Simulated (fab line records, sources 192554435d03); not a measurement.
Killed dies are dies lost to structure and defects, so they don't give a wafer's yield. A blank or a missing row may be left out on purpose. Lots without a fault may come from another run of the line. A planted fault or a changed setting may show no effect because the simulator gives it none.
fab line records | flow n5_finfet
record lots=23 wafers=69 last_day=19
route steps=1938 shown BEOL_M13@1672 BEOL_M14@1716
lots that met no fault: from a run of the same line without faults
start_h: hours from the record's first day to the start of the lot's first wafer shown | wait_h: hours since the lot's step before | " the same as in the row above | L1.1+2: a row that stands for several wafers | - no value, or no start given | * or withheld: withheld | < > ~ a bound
route shown NAME@n: a module of which the file shows steps, and the number in the route of the first | usual: mean/standard deviation of fault-free wafers | same: alike in all rows | chamber/n: place in a boat | sites: the reading at each site | _std_site: their standard deviation | _edge_site: outer sites' mean less inner sites' | radius_mm: how far each site lies from the wafer's centre | mask NAME#n: copy n | behind: the tool/chamber that last shaped the wafer | hold: why the lot was held/for how many hours/how that ended | device: the transistor (n, p or np) that didn't switch | end of line: the same wafers' tests at the end of the route | a step without rows: its recipe alone | killed: dies lost to structure and defects at the first sort, not the wafer's yield | map: a wafer's dies, x killed, . not, _ none there
set.NAME: the setting as run; set.NAME@STEP: as run at that earlier step | model.NAME: the simulator's own value behind a step, which no gauge read
steps of the route over a sample of lots; a table a step, a row a wafer
services: from which hour (start_h, from the record's first day; less than 0 if before it) a tool's chamber was out of use, for how many hours, and why
## steps
# step N5_BEOL_M13_DESCUM_15
# recipe chemistry=O2 time_s=7.9 source_power_w=50 bias_power_w=20 pressure_mtorr=20 rf_frequency_hz=2.712e+07 temp_c=40 o2_flow_sccm=225
# usual drypump_motor_current_A=5.6/0.46 oes_product_au=0.81/0.089 rf_vpp_V=243.3/1.5 showerhead_plenum_p_Torr=2.11/0.081 temp_c=40.00/0.13 throttle_valve_pct=20.39/0.17
# columns lot.wafer tool chamber start_h wait_h drypump_motor_current_A oes_product_au rf_hours_counter_h rf_vpp_V showerhead_plenum_p_Torr temp_c throttle_valve_pct
L074.1 rie_diel-06 3 248.35 0.0 5.4 0.85 57 245.4 2.22 40.03 20.06
L074.2 " 2 " " 6.2 0.77 139 240.7 1.93 40.05 20.39
L074.6 " 3 " " 5.4 0.86 - 245.1 2.22 39.89 20.09
L075.2 rie_diel-06 1 251.35 0.5 5.1 0.68 245 241.0 1.98 40.00 20.80
L075.3 " 2 " " 6.2 0.77 141 238.4 1.93 40.14 20.40
L075.5 " 1 " " 5.1 0.68 - 243.4 1.98 40.10 20.78
L077.2 rie_diel-03 1 263.10 1.4 5.6 0.87 60 243.9 2.11 39.98 20.29
L077.3 " 0 " " 5.5 0.74 159 242.3 2.10 39.95 20.59
L077.4 " 2 " " 6.4 0.69 - 243.0 2.15 40.08 20.74
L078.2 rie_diel-02 2 277.74 0.0 5.6 0.72 203 245.8 2.17 40.17 20.36
L078.5 " 2 " " 5.6 0.71 - 244.6 2.17 40.07 20.37
L078.6 " 3 " " 5.9 0.71 - 241.9 2.08 40.08 20.18
L076.1 rie_diel-06 1 280.22 0.1 5.1 0.98 0 245.4 2.24 40.15 20.42
L076.4 " 3 " " 5.4 0.85 68 244.9 2.21 40.03 20.10
L076.5 " 3 " " 5.4 0.85 - 244.0 2.21 40.21 20.07
L080.4 rie_diel-03 2 284.33 0.0 6.3 0.69 - 244.0 2.15 40.02 20.77
L080.5 " 1 " " 5.6 0.87 - 243.1 2.11 39.95 20.31
L080.6 " 0 " " 5.5 0.74 - 243.8 2.10 40.01 20.61
L079.1 rie_diel-02 0 289.88 0.2 4.7 0.94 26 243.0 2.14 40.07 20.41
L079.3 " 2 " " 5.6 0.71 206 243.4 2.17 39.85 20.37
L079.5 " 3 " " 5.9 0.71 - 242.8 2.08 40.00 20.21
L081.2 rie_diel-03 1 298.77 0.0 5.5 0.85 75 243.2 2.11 39.83 20.30
L081.3 " 0 " " 5.5 0.72 175 244.7 2.10 40.13 20.61
L081.4 " 0 " " 5.5 0.73 - 241.9 2.10 40.26 20.62
L082.2 rie_diel-02 2 319.55 0.0 5.6 0.70 214 245.7 2.16 40.00 20.40
L082.3 " 3 " " 5.9 0.70 187 244.0 2.08 39.95 20.21
L082.5 " 3 " " 5.9 0.70 - 242.8 2.08 39.83 20.20
L083.2 rie_diel-02 3 320.42 0.1 5.9 0.70 188 243.0 2.08 40.01 20.22
L083.3 " 2 " " 5.6 0.70 214 244.8 2.16 40.07 20.37
L083.5 " 3 " " 5.9 0.71 - 243.5 2.08 40.16 20.21
L085.1 rie_diel-02 0 335.56 0.3 4.7 0.91 40 244.2 2.14 39.93 20.41
L085.2 " 3 " " 5.9 0.70 192 242.7 2.08 39.99 20.22
L085.5 " 3 " " 5.9 0.70 - 241.4 2.08 39.98 20.21
L084.3 rie_diel-02 0 340.73 0.0 4.7 0.90 41 243.4 2.14 39.85 20.43
L084.4 " 1 " " 5.1 0.94 20 243.0 2.14 39.79 20.19
L084.5 " 3 " " 5.9 0.70 - 244.7 2.08 40.08 20.24
L087.1 rie_diel-06 0 343.88 0.0 5.9 0.84 75 242.5 2.03 40.21 20.47
L087.4 " 2 " " 6.2 0.75 165 240.1 1.92 39.93 20.43
L087.6 " 1 " " 5.1 0.90 - 246.6 2.24 39.97 20.45
L092.1 rie_diel-06 0 352.21 0.1 5.9 0.84 78 242.3 2.03 40.06 20.46
L092.3 " 1 " " 5.1 0.90 20 246.1 2.24 39.96 20.45
L092.4 " 3 " " 5.4 0.82 85 244.8 2.21 39.79 20.13
L086.1 rie_diel-02 1 352.96 0.0 5.1 0.93 24 243.6 2.14 40.29 20.20
L086.3 " 2 " " 5.7 0.70 223 244.3 2.16 40.08 20.41
L086.4 " 0 " " 4.7 0.91 45 241.9 2.14 39.90 20.41
L089.1 rie_diel-02 1 357.63 0.0 5.0 0.92 26 244.2 2.14 39.88 20.19
L089.3 " 3 " " 5.9 0.70 199 242.8 2.07 39.93 20.23
L089.5 " 0 " " 4.7 0.89 - 243.6 2.14 40.14 20.42
L088.2 rie_diel-03 1 365.85 0.2 5.6 0.84 96 243.2 2.10 40.13 20.33
L088.3 " 0 " " 5.5 0.72 194 241.4 2.09 39.71 20.65
L088.6 " 1 " " 5.6 0.84 - 243.6 2.10 40.12 20.35
L090.1 rie_diel-06 2 366.37 0.0 6.2 0.74 172 241.7 1.92 39.88 20.44
L090.2 " 1 " " 5.0 0.88 25 246.7 2.23 40.06 20.45
L090.3 " 3 " " 5.4 0.81 90 245.8 2.21 40.09 20.11
L091.3 rie_diel-06 0 371.31 0.0 5.9 0.84 84 243.7 2.02 39.95 20.47
L091.4 " 2 " " 6.2 0.75 173 240.5 1.92 39.94 20.44
L091.5 " 3 " " 5.4 0.82 - 245.3 2.21 40.17 20.13
L096.2 rie_diel-03 0 378.44 0.0 5.5 0.71 198 242.9 2.09 40.33 20.64
L096.3 " 2 " " 6.3 0.92 18 243.2 2.14 39.92 20.39
L096.5 " 1 " " 5.6 0.83 - 243.9 2.10 40.04 20.35
L094.3 rie_diel-03 2 381.53 0.0 6.3 0.91 19 244.0 2.14 39.98 20.39
L094.4 " 3 " " 5.9 0.71 218 243.0 2.07 39.94 20.57
L094.6 " 0 " " 5.5 0.71 - 242.7 2.09 39.85 20.65
L097.3 rie_diel-03 0 397.81 0.0 5.5 0.71 204 242.4 2.09 39.89 20.65
L097.5 " 0 " " 5.5 0.70 - 240.0 2.09 39.98 20.65
L097.6 " 1 " " 5.6 0.82 - 242.8 2.10 39.78 20.37
L095.2 rie_diel-06 2 419.81 0.5 6.2 0.74 184 240.7 1.91 40.01 20.47
L095.3 " 1 " " 5.1 0.86 41 243.7 2.23 39.92 20.47
L095.5 " 1 " " 5.1 0.86 - 244.2 2.23 39.92 20.48
# step N5_BEOL_M13_CD_MEAS_17
# recipe target_cd_nm=190 polarity=opening
# usual cd_nm=190.5/1.3
# columns lot.wafer tool chamber start_h wait_h cd_nm
L074.1 cd_sem-01 - 248.92 0.0 191.5
L074.2 " - " " 191.8
L074.6 " - " " 191.8
L075.2 cd_sem-02 - 251.92 0.0 189.5
L075.3 " - " " 190.3
L075.5 " - " " 187.9
L077.2 cd_sem-01 - 263.63 0.0 188.6
L077.3 " - " " 189.2
L077.4 " - " " 189.9
L078.2 cd_sem-02 - 278.27 0.0 190.2
L078.5 " - " " 190.4
L078.6 " - " " 190.9
L076.1 cd_sem-03 - 280.75 0.0 188.1
L076.4 " - " " 189.8
L076.5 " - " " 187.6
L080.4 cd_sem-03 - 284.85 0.0 192.2
L080.5 " - " " 192.3
L080.6 " - " " 192.2
L079.1 cd_sem-03 - 290.41 0.0 194.1
L079.3 " - " " 192.0
L079.5 " - " " 192.5
L081.2 cd_sem-01 - 299.31 0.0 189.9
L081.3 " - " " 188.8
L081.4 " - " " 189.8
L082.2 cd_sem-02 - 320.08 0.0 189.8
L082.3 " - " " 189.6
L082.5 " - " " 190.8
L083.2 cd_sem-01 - 320.96 0.0 190.2
L083.3 " - " " 189.4
L083.5 " - " " 189.9
L085.1 cd_sem-01 - 336.09 0.0 190.2
L085.2 " - " " 190.6
L085.5 " - " " 192.2
L084.3 cd_sem-02 - 341.27 0.0 189.0
L084.4 " - " " 189.5
L084.5 " - " " 190.2
L087.1 cd_sem-01 - 344.41 0.0 191.9
L087.4 " - " " 192.7
L087.6 " - " " 191.5
L092.1 cd_sem-03 - 352.74 0.0 190.2
L092.3 " - " " 190.3
L092.4 " - " " 190.3
L086.1 cd_sem-02 - 353.49 0.0 193.5
L086.3 " - " " 192.8
L086.4 " - " " 191.8
L089.1 cd_sem-01 - 358.16 0.0 190.8
L089.3 " - " " 191.5
L089.5 " - " " 192.0
L088.2 cd_sem-02 - 366.38 0.0 189.4
L088.3 " - " " 190.0
L088.6 " - " " 189.5
L090.1 cd_sem-01 - 366.90 0.0 192.3
L090.2 " - " " 191.9
L090.3 " - " " 192.1
L091.3 cd_sem-02 - 371.84 0.0 191.8
L091.4 " - " " 191.7
L091.5 " - " " 190.8
L096.2 cd_sem-01 - 378.97 0.0 188.6
L096.3 " - " " 189.8
L096.5 " - " " 189.5
L094.3 cd_sem-02 - 382.06 0.0 188.3
L094.4 " - " " 189.1
L094.6 " - " " 188.2
L097.3 cd_sem-01 - 398.38 0.0 190.4
L097.5 " - " " 190.1
L097.6 " - " " 190.7
L095.2 cd_sem-02 - 420.35 0.0 190.3
L095.3 " - " " 190.1
L095.5 " - " " 189.4
# step N5_BEOL_M13_ETCH_67
# recipe chemistry=CF4 target=SiARC target_depth_a=1430 time_s=238.3 ion_energy_ev=80 pressure_mtorr=40 source_w=545 bias_w=36 Ar_flow_sccm=100 cf4_flow_sccm=100 ends=cleared
# usual drypump_motor_current_A=5.5/0.5 etch_rf_on_time_s=238/3.5 oes_product_au=0.69/0.081 rf_vpp_V=184.2/1.2 showerhead_plenum_p_Torr=2.16/0.06 throttle_valve_pct=15.56/0.16
# columns lot.wafer tool chamber start_h wait_h drypump_motor_current_A etch_rf_on_time_s oes_product_au rf_hours_counter_h rf_vpp_V showerhead_plenum_p_Torr throttle_valve_pct
L074.1 rie_diel-03 0 249.63 0.0 5.5 240 0.64 153 183.6 2.14 15.66
L074.2 " 2 " " 6.4 233 0.60 244 184.6 2.19 15.90
L074.6 " 1 " " 5.6 234 0.75 - 184.4 2.18 15.53
L075.2 rie_diel-06 1 252.50 0.0 5.1 249 0.58 245 183.4 2.03 15.98
L075.3 " 3 " " 5.4 237 0.73 59 187.2 2.26 15.24
L075.5 " 0 " " 5.9 232 0.76 - 183.5 2.09 15.58
L077.2 rie_diel-03 0 264.75 0.0 5.5 243 0.64 160 183.2 2.14 15.69
L077.3 " 1 " " 5.6 236 0.75 61 183.7 2.17 15.53
L077.4 " 2 " " 6.3 235 0.59 - 182.1 2.19 15.92
L078.2 rie_diel-03 0 278.85 0.0 5.5 243 0.63 167 182.7 2.13 15.71
L078.5 " 2 " " 6.3 236 0.59 - 184.8 2.19 15.92
L078.6 " 0 " " 5.5 242 0.63 - 183.5 2.13 15.69
L076.1 rie_diel-02 1 281.32 0.0 5.1 234 0.83 7 185.1 2.19 15.29
L076.4 " 2 " " 5.7 241 0.61 204 185.6 2.21 15.57
L076.5 " 1 " " 5.1 234 0.83 - 184.0 2.19 15.30
L080.4 rie_diel-03 1 285.49 0.1 5.5 237 0.72 - 183.5 2.17 15.56
L080.5 " 2 " " 6.3 238 0.58 - 185.4 2.19 15.92
L080.6 " 0 " " 5.5 241 0.63 - 185.4 2.13 15.69
L079.1 rie_diel-02 3 290.86 0.0 5.9 238 0.61 179 183.2 2.13 15.47
L079.3 " 0 " " 4.6 238 0.79 27 184.3 2.19 15.47
L079.5 " 1 " " 5.1 235 0.83 - 184.8 2.19 15.28
L081.2 rie_diel-06 1 299.89 0.0 5.1 236 0.79 6 184.5 2.28 15.49
L081.3 " 2 " " 6.2 234 0.65 155 182.0 1.97 15.57
L081.4 " 3 " " 5.3 237 0.71 72 184.8 2.26 15.27
L082.2 rie_diel-03 3 320.66 0.0 5.9 242 0.61 199 184.7 2.13 15.76
L082.3 " 2 " " 6.4 233 0.85 0 184.3 2.18 15.40
L082.5 " 0 " " 5.5 243 0.61 - 184.0 2.13 15.73
L083.2 rie_diel-03 2 321.68 0.0 6.3 227 0.85 1 184.2 2.18 15.40
L083.3 " 0 " " 5.5 242 0.61 183 183.9 2.13 15.73
L083.5 " 3 " " 5.9 237 0.62 - 183.3 2.13 15.76
L085.1 rie_diel-02 3 336.73 0.0 5.9 238 0.60 192 184.0 2.13 15.49
L085.2 " 1 " " 5.1 234 0.80 19 185.0 2.18 15.30
L085.5 " 1 " " 5.0 235 0.80 - 183.2 2.18 15.32
L084.3 rie_diel-03 0 341.71 0.0 5.5 245 0.60 189 183.7 2.13 15.74
L084.4 " 2 " " 6.3 230 0.82 7 183.9 2.18 15.42
L084.5 " 2 " " 6.3 232 0.82 - 183.9 2.18 15.43
L087.1 rie_diel-06 2 344.86 0.0 6.2 235 0.64 166 180.9 1.97 15.59
L087.4 " 1 " " 5.1 235 0.77 18 184.9 2.27 15.50
L087.6 " 1 " " 5.1 236 0.77 - 186.2 2.27 15.51
L092.1 rie_diel-02 3 353.32 0.0 5.9 237 0.60 197 183.3 2.13 15.51
L092.3 " 2 " " 5.6 237 0.60 224 184.6 2.20 15.61
L092.4 " 1 " " 5.1 232 0.78 24 184.6 2.18 15.32
L086.1 rie_diel-02 0 354.33 0.0 4.7 238 0.76 46 185.0 2.18 15.50
L086.3 " 3 " " 5.9 239 0.60 197 183.6 2.13 15.51
L086.4 " 1 " " 5.0 233 0.79 25 185.4 2.18 15.32
L089.1 rie_diel-06 0 358.61 0.0 5.9 233 0.73 80 182.9 2.08 15.63
L089.3 " 1 " " 5.1 237 0.76 23 186.4 2.27 15.51
L089.5 " 3 " " 5.4 238 0.69 - 185.8 2.25 15.28
L088.2 rie_diel-03 3 366.96 0.0 5.9 240 0.61 214 183.4 2.12 15.78
L088.3 " 0 " " 5.5 241 0.61 194 185.4 2.12 15.76
L088.6 " 1 " " 5.6 237 0.70 - 184.4 2.16 15.59
L090.1 rie_diel-02 0 367.48 0.0 4.7 242 0.76 50 185.5 2.18 15.54
L090.2 " 1 " " 5.1 239 0.78 29 185.1 2.18 15.33
L090.3 " 2 " " 5.6 244 0.59 228 184.6 2.20 15.63
L091.3 rie_diel-02 3 373.01 0.0 5.9 236 0.60 204 182.8 2.12 15.50
L091.4 " 0 " " 4.6 239 0.75 - 182.8 2.18 15.52
L091.5 " 3 " " 5.9 237 0.60 - 183.7 2.12 15.51
L096.2 rie_diel-02 0 379.58 0.0 4.7 238 0.75 54 183.8 2.18 15.52
L096.3 " 2 " " 5.6 241 0.59 229 184.9 2.20 15.63
L096.5 " 2 " " 5.6 242 0.59 - 185.5 2.20 15.63
L094.3 rie_diel-06 1 382.69 0.0 5.1 238 0.75 30 185.2 2.27 15.54
L094.4 " 2 " " 6.2 237 0.64 175 182.6 1.97 15.61
L094.6 " 0 " " 5.9 235 0.72 - 182.6 2.08 15.63
L097.3 rie_diel-02 0 398.95 0.0 4.7 238 0.74 62 184.2 2.18 15.54
L097.5 " 2 " " 5.7 241 0.58 - 184.3 2.19 15.63
L097.6 " 3 " " 5.9 236 0.59 - 183.9 2.12 15.53
L095.2 rie_diel-02 1 420.92 0.0 5.1 237 0.74 45 185.5 2.18 15.38
L095.3 " 3 " " 5.9 240 0.59 220 185.5 2.12 15.54
L095.5 " 0 " " 4.7 240 0.73 - 184.7 2.17 15.56
# step N5_BEOL_M13_TRENCH_ETCH_34
# recipe chemistry=C4F8/O2/Ar target=SiOC target_depth_a=4134.7 mask_material=SOC pressure_mtorr=30 source_w=3000 bias_w=700 Ar_flow_sccm=400 C4F8_flow_sccm=15 O2_flow_sccm=8 he_inner_torr=15 he_outer_torr=30 time_s=162.6 ion_energy_ev=250
# usual drypump_motor_current_A=5.5/0.5 oes_product_au=0.81/0.096 rf_vpp_V=666.2/2.6 showerhead_plenum_p_Torr=3.44/0.095 throttle_valve_pct=24.12/0.16
# columns lot.wafer tool chamber start_h wait_h drypump_motor_current_A oes_product_au rf_hours_counter_h rf_vpp_V showerhead_plenum_p_Torr throttle_valve_pct
L074.1 rie_diel-03 0 250.00 0.0 5.6 0.75 154 665.3 3.42 24.25
L074.2 " 2 " " 6.3 0.68 245 666.5 3.49 24.37
L074.6 " 1 " " 5.6 0.89 - 668.6 3.48 24.18
L075.2 rie_diel-06 1 252.86 0.0 5.1 0.69 246 661.2 3.23 24.45
L075.3 " 3 " " 5.4 0.85 59 668.9 3.60 23.85
L075.5 " 0 " " 5.9 0.88 - 663.8 3.33 24.20
L077.2 rie_diel-03 0 265.11 0.0 5.6 0.74 161 666.8 3.42 24.26
L077.3 " 1 " " 5.6 0.87 61 667.0 3.47 24.20
L077.4 " 2 " " 6.3 0.69 - 667.7 3.49 24.37
L078.2 rie_diel-03 0 279.22 0.0 5.5 0.74 167 664.7 3.41 24.27
L078.5 " 2 " " 6.3 0.69 - 667.4 3.48 24.39
L078.6 " 0 " " 5.5 0.73 - 665.9 3.41 24.26
L076.1 rie_diel-02 1 281.69 0.0 5.1 0.97 7 667.1 3.48 23.87
L076.4 " 2 " " 5.6 0.71 204 668.0 3.50 23.97
L076.5 " 1 " " 5.1 0.96 - 667.1 3.48 23.87
L080.4 rie_diel-03 1 285.85 0.1 5.6 0.87 - 666.4 3.47 24.19
L080.5 " 2 " " 6.4 0.68 - 668.1 3.48 24.39
L080.6 " 0 " " 5.5 0.73 - 665.3 3.41 24.27
L079.1 rie_diel-02 3 291.23 0.0 5.9 0.71 180 665.3 3.39 23.90
L079.3 " 0 " " 4.7 0.93 27 666.6 3.49 24.18
L079.5 " 1 " " 5.1 0.95 - 668.4 3.48 23.88
L081.2 rie_diel-06 1 300.26 0.0 5.1 0.94 6 671.3 3.62 24.14
L081.3 " 2 " " 6.2 0.76 155 657.4 3.15 24.11
L081.4 " 3 " " 5.4 0.84 72 668.6 3.60 23.86
L082.2 rie_diel-03 3 321.02 0.0 5.9 0.72 199 665.0 3.39 24.25
L082.3 " 2 " " 6.3 0.98 1 667.1 3.48 24.05
L082.5 " 0 " " 5.5 0.72 - 666.2 3.40 24.28
L083.2 rie_diel-03 2 322.05 0.0 6.3 0.98 1 666.4 3.48 24.06
L083.3 " 0 " " 5.5 0.72 183 664.7 3.40 24.28
L083.5 " 3 " " 5.9 0.72 - 665.3 3.39 24.24
L085.1 rie_diel-02 3 337.10 0.0 5.9 0.70 193 664.4 3.39 23.93
L085.2 " 1 " " 5.1 0.94 19 667.9 3.48 23.88
L085.5 " 1 " " 5.1 0.93 - 665.9 3.48 23.89
L084.3 rie_diel-03 0 342.08 0.0 5.5 0.72 189 664.3 3.40 24.28
L084.4 " 2 " " 6.3 0.96 7 667.3 3.48 24.07
L084.5 " 2 " " 6.4 0.95 - 667.5 3.48 24.09
L087.1 rie_diel-06 2 345.23 0.0 6.2 0.75 166 659.6 3.14 24.11
L087.4 " 1 " " 5.1 0.91 18 672.0 3.62 24.16
L087.6 " 1 " " 5.1 0.90 - 670.7 3.62 24.15
L092.1 rie_diel-02 3 353.69 0.0 5.9 0.69 197 665.9 3.39 23.94
L092.3 " 2 " " 5.6 0.70 224 668.2 3.49 24.00
L092.4 " 1 " " 5.1 0.92 25 668.4 3.47 23.91
L086.1 rie_diel-02 0 354.70 0.0 4.7 0.90 46 667.4 3.48 24.20
L086.3 " 3 " " 5.9 0.69 198 665.5 3.39 23.94
L086.4 " 1 " " 5.1 0.92 25 668.2 3.47 23.90
L089.1 rie_diel-06 0 358.98 0.0 5.9 0.84 80 663.1 3.32 24.25
L089.3 " 1 " " 5.1 0.88 23 671.0 3.62 24.17
L089.5 " 3 " " 5.4 0.82 - 670.6 3.59 23.88
L088.2 rie_diel-03 3 367.33 0.0 5.9 0.71 214 664.1 3.38 24.28
L088.3 " 0 " " 5.5 0.71 194 665.3 3.40 24.29
L088.6 " 1 " " 5.6 0.83 - 666.6 3.45 24.25
L090.1 rie_diel-02 0 367.84 0.0 4.6 0.89 50 668.8 3.48 24.20
L090.2 " 1 " " 5.1 0.91 29 667.5 3.47 23.91
L090.3 " 2 " " 5.6 0.69 228 668.2 3.49 24.00
L091.3 rie_diel-02 3 373.38 0.0 5.9 0.69 204 665.0 3.38 23.93
L091.4 " 0 " " 4.7 0.89 - 666.9 3.48 24.23
L091.5 " 3 " " 5.9 0.70 - 665.4 3.38 23.95
L096.2 rie_diel-02 0 379.94 0.0 4.7 0.89 55 666.6 3.48 24.23
L096.3 " 2 " " 5.6 0.68 229 667.5 3.49 24.01
L096.5 " 2 " " 5.6 0.69 - 667.0 3.49 24.00
L094.3 rie_diel-06 1 383.05 0.0 5.1 0.87 31 670.3 3.61 24.17
L094.4 " 2 " " 6.2 0.74 175 657.4 3.14 24.15
L094.6 " 0 " " 5.9 0.84 - 662.0 3.31 24.26
L097.3 rie_diel-02 0 399.32 0.0 4.7 0.87 62 666.8 3.48 24.23
L097.5 " 2 " " 5.6 0.68 - 667.1 3.49 24.02
L097.6 " 3 " " 5.9 0.68 - 663.1 3.38 23.94
L095.2 rie_diel-02 1 421.29 0.0 5.1 0.87 46 667.4 3.46 23.91
L095.3 " 3 " " 5.9 0.68 220 663.6 3.37 23.95
L095.5 " 0 " " 4.7 0.87 - 667.3 3.47 24.24
# step N5_BEOL_M13_THK_MEAS_50
# recipe thk_meas_gauge=xrf reads=Cu_of_BEOL_M13_ECD_47
# usual M13_THK=420/6.7
# columns lot.wafer tool chamber start_h wait_h M13_THK[nm]
L074.1 film_metro-01 - 252.89 - 416
L074.2 " - " " 418
L074.6 " - " " 433
L075.2 film_metro-02 - 255.89 - 408
L075.3 " - " " 420
L075.5 " - " " 420
L077.2 film_metro-02 - 267.97 - 416
L077.3 " - " " 425
L077.4 " - " " 415
L078.2 film_metro-01 - 282.86 - 414
L078.5 " - " " 414
L078.6 " - " " 410
L076.1 film_metro-02 - 284.04 - 427
L076.4 " - " " 415
L076.5 " - " " 424
L080.4 film_metro-01 - 288.40 - 428
L080.5 " - " " 417
L080.6 " - " " 415
L079.1 film_metro-01 - 298.38 - 411
L079.3 " - " " 425
L079.5 " - " " 414
L081.2 film_metro-01 - 304.70 - 430
L081.3 " - " " 428
L081.4 " - " " 429
L082.2 film_metro-02 - 322.84 - 412
L082.3 " - " " 417
L082.5 " - " " 406
L083.2 film_metro-01 - 325.47 - 422
L083.3 " - " " 413
L083.5 " - " " 415
L085.1 film_metro-01 - 339.59 - 418
L085.2 " - " " 428
L085.5 " - " " 428
L084.3 film_metro-01 - 344.03 - 407
L084.4 " - " " 426
L084.5 " - " " 419
L087.1 film_metro-01 - 349.18 - 424
L087.4 " - " " 429
L087.6 " - " " 427
L092.1 film_metro-02 - 356.01 - 413
L092.3 " - " " 411
L092.4 " - " " 422
L086.1 film_metro-02 - 357.48 - 430
L086.3 " - " " 420
L086.4 " - " " 428
L089.1 film_metro-02 - 363.04 - 422
L089.3 " - " " 421
L089.5 " - " " 427
L088.2 film_metro-01 - 371.36 - 417
L088.3 " - " " 409
L088.6 " - " " 425
L090.1 film_metro-01 - 371.59 - 418
L090.2 " - " " 414
L090.3 " - " " 411
L091.3 film_metro-01 - 376.60 - 416
L091.4 " - " " 425
L091.5 " - " " 419
L096.2 film_metro-02 - 385.12 - 425
L096.3 " - " " 410
L096.5 " - " " 415
L094.3 film_metro-01 - 386.12 - 423
L094.4 " - " " 430
L094.6 " - " " 427
L097.3 film_metro-01 - 402.70 - 422
L097.5 " - " " 412
L097.6 " - " " 415
L095.2 film_metro-02 - 425.23 - 422
L095.3 " - " " 419
L095.5 " - " " 427
# step N5_BEOL_M14_ILD_DEP_00
# recipe material=SiO2 target_thk_a=11193 temp_c=400 precursor=TEOS/O2 pressure_torr=6.5 rf_w=900 teos_flow_sccm=161.4 gas=O2 flow_sccm=2650 time_s=237.4
# usual heater_power_w=596/94 showerhead_plenum_p_Torr=8.33/0.048 showerhead_vpp_V=1822/57 throttle_valve_pct=18.9/1.1
# columns lot.wafer tool chamber start_h wait_h heater_power_w showerhead_plenum_p_Torr showerhead_vpp_V throttle_valve_pct
L074.1 pecvd-01 2 253.08 0.0 572 8.27 1773 17.6
L074.2 " 0 " " 509 8.22 1888 20.9
L074.6 " 1 " " 735 8.40 1759 19.2
L075.2 pecvd-03 1 256.08 0.0 739 8.37 1859 19.2
L075.3 " 2 " " 666 8.35 1884 19.5
L075.5 " 0 " " 451 8.35 1727 18.8
L077.2 pecvd-03 2 268.16 0.0 753 8.34 1878 19.3
L077.3 " 0 " " 498 8.38 1730 18.8
L077.4 " 1 " " 725 8.37 1835 19.5
L078.2 pecvd-01 1 283.06 0.0 706 8.40 1762 19.1
L078.5 " 1 " " 760 8.40 1738 19.2
L078.6 " 0 " " 424 8.21 1850 20.8
L076.1 pecvd-04 0 284.23 0.0 546 8.34 1863 18.8
L076.4 " 1 " " 458 8.31 1877 19.5
L076.5 " 2 " " 621 8.31 1806 16.5
L080.4 pecvd-03 0 288.67 0.1 577 8.37 1716 18.8
L080.5 " 1 " " 687 8.36 1822 19.5
L080.6 " 2 " " 687 8.35 1892 19.4
L079.1 pecvd-03 1 298.76 0.0 644 8.34 1827 19.9
L079.3 " 0 " " 513 8.34 1748 18.8
L079.5 " 2 " " 687 8.36 1896 19.4
L081.2 pecvd-04 0 304.89 0.0 456 8.38 1875 18.8
L081.3 " 2 " " 629 8.31 1805 16.5
L081.4 " 2 " " 678 8.32 1786 16.3
L082.2 pecvd-03 0 323.03 0.0 569 8.37 1719 18.8
L082.3 " 2 " " 659 8.36 1914 19.4
L082.5 " 2 " " 713 8.35 1875 19.4
L083.2 pecvd-04 2 325.83 0.0 529 8.31 1816 16.5
L083.3 " 1 " " 480 8.29 1875 19.7
L083.5 " 0 " " 420 8.38 1876 18.9
L085.1 pecvd-04 0 339.78 0.0 529 8.35 1847 19.0
L085.2 " 2 " " 651 8.30 1832 16.6
L085.5 " 2 " " 507 8.31 1832 16.7
L084.3 pecvd-01 0 344.22 0.0 560 8.23 1867 20.9
L084.4 " 2 " " 560 8.29 1783 17.8
L084.5 " 1 " " 593 8.35 1745 18.8
L087.1 pecvd-01 0 349.37 0.0 506 8.23 1899 20.9
L087.4 " 0 " " 547 8.22 1863 20.3
L087.6 " 1 " " 578 8.37 1746 19.0
L092.1 pecvd-04 1 356.21 0.0 559 8.31 1893 19.7
L092.3 " 2 " " 547 8.31 1821 16.7
L092.4 " 0 " " 421 8.33 1895 18.8
L086.1 pecvd-01 2 357.67 0.0 670 8.30 1808 17.8
L086.3 " 0 " " 470 8.23 1872 20.7
L086.4 " 1 " " 770 8.39 1757 19.1
L089.1 pecvd-03 0 363.23 0.0 477 8.34 1756 19.1
L089.3 " 1 " " 744 8.36 1829 19.5
L089.5 " 1 " " 585 8.37 1820 19.4
L088.2 pecvd-01 2 371.56 0.0 689 8.29 1760 17.9
L088.3 " 1 " " 614 8.39 1792 19.6
L088.6 " 1 " " 681 8.39 1764 18.8
L090.1 pecvd-03 1 371.79 0.0 729 8.37 1861 19.7
L090.2 " 0 " " 551 8.35 1729 18.4
L090.3 " 2 " " 691 8.36 1883 19.4
L091.3 pecvd-04 1 376.79 0.0 500 8.31 1857 19.5
L091.4 " 1 " " 550 8.29 1876 19.6
L091.5 " 2 " " 651 8.31 1820 16.5
L096.2 pecvd-04 1 385.31 0.0 473 8.28 1856 19.8
L096.3 " 2 " " 665 8.33 1824 16.7
L096.5 " 0 " " 413 8.37 1858 19.0
L094.3 pecvd-01 2 386.34 0.0 733 8.30 1747 17.8
L094.4 " 2 " " 558 8.30 1813 17.5
L094.6 " 0 " " 558 8.21 1875 20.6
L097.3 pecvd-01 2 402.89 0.0 689 8.32 1763 17.7
L097.5 " 1 " " 744 8.39 1768 19.2
L097.6 " 2 " " 549 8.31 1772 17.8
L095.2 pecvd-04 0 425.42 0.0 505 8.34 1849 18.8
L095.3 " 1 " " 533 8.29 1887 19.5
L095.5 " 0 " " 533 8.36 1875 19.1
## services
# columns tool chamber start_h hours kind
rie_diel-03 2 224.74 5.5 repair
pecvd-03 - 232.47 0.8 repair
rie_diel-02 1 235.50 - clean
rie_diel-02 1 235.50 - consumable_replace:focus_ring
rie_diel-02 1 235.50 16.7 scheduled_down
rie_diel-02 1 235.50 16.7 vent_cycle
rie_diel-03 3 237.13 57.4 repair
rie_diel-02 - 254.90 8.1 repair
rie_diel-06 1 265.26 - clean
rie_diel-06 1 265.26 - consumable_replace:focus_ring
rie_diel-06 1 265.26 - consumable_replace:showerhead
rie_diel-06 1 265.26 13.6 scheduled_down
pecvd-03 - 272.18 0.5 repair
rie_diel-03 2 295.05 - clean
rie_diel-03 2 295.05 - consumable_replace:focus_ring
rie_diel-03 2 295.05 24.5 scheduled_down
rie_diel-03 2 295.05 24.5 vent_cycle
rie_diel-02 1 296.22 11.3 repair
pecvd-04 1 310.94 12.0 repair
rie_diel-03 0 358.06 7.0 repair
rie_diel-02 2 368.36 7.7 repair
rie_diel-06 2 374.95 7.2 repair
rie_diel-02 2 420.88 6.0 repair
rie_diel-02 1 421.80 6.8 repair
## key
fault none
